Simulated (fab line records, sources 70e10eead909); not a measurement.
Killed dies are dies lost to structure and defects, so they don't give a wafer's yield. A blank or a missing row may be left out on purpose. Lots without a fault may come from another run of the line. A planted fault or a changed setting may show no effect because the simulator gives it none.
Chamber matching | flow nand_harc | NHARC_A_M1_DESCUM_14 on rie_diel-08: 4 sister chambers
The step chemistry O2, time 3 s. 8 wafers are shown with their chamber, then 9 later ones without.

WAFERS WITH THEIR CHAMBER
wafer  | chamber | showerhead_plenum_p_Torr (Torr) | drypump_motor_current_A (A)
L083.3 | 0       | 1.98                            | 5.6
L083.5 | 2       | 1.77                            | 6.0
L084.4 | 2       | 1.77                            | 6.0
L084.5 | 0       | 1.98                            | 5.6
L084.6 | 1       | 1.78                            | 5.7
L088.3 | 3       | 1.78                            | 6.7
L088.4 | 1       | 1.77                            | 5.8
L088.6 | 3       | 1.78                            | 6.7

WAFERS WITHOUT THEIR CHAMBER
wafer  | showerhead_plenum_p_Torr (Torr) | drypump_motor_current_A (A)
L089.1 | 1.97                            | 5.6
L089.3 | 1.78                            | 6.7
L089.6 | 1.97                            | 5.6
L090.3 | 1.97                            | 5.7
L090.4 | 1.77                            | 6.0
L090.5 | 1.77                            | 5.8
L097.1 | 1.77                            | 6.0
L097.5 | 1.78                            | 6.7
L097.6 | 1.77                            | 6.0

WHICH CHAMBER EACH WENT THROUGH
wafer  | from the rows above | in truth
L089.1 | 0                   | 0
L089.3 | 3                   | 3
L089.6 | 0                   | 0
L090.3 | 0                   | 0
L090.4 | 2                   | 2
L090.5 | 1                   | 1
L097.1 | 2                   | 2
L097.5 | 3                   | 3
L097.6 | 2                   | 2
Placed correctly: 9 of 9. Can't be placed from these rows: 0. Placed wrongly: 0.
How it was worked out, from the rows above alone: a wafer's distance from a chamber is the root of the sum, over the readings, of the square of ((its reading less the chamber's mean) divided by the reading's scatter). The wafer belongs to the nearest chamber; if the next one is less than 2 further off, it can't be placed. A chamber's mean is the mean of its shown wafers. The scatter: the root of (the sum of the squares of (reading less its chamber's mean) over the shown wafers, divided by (wafers less chambers)).
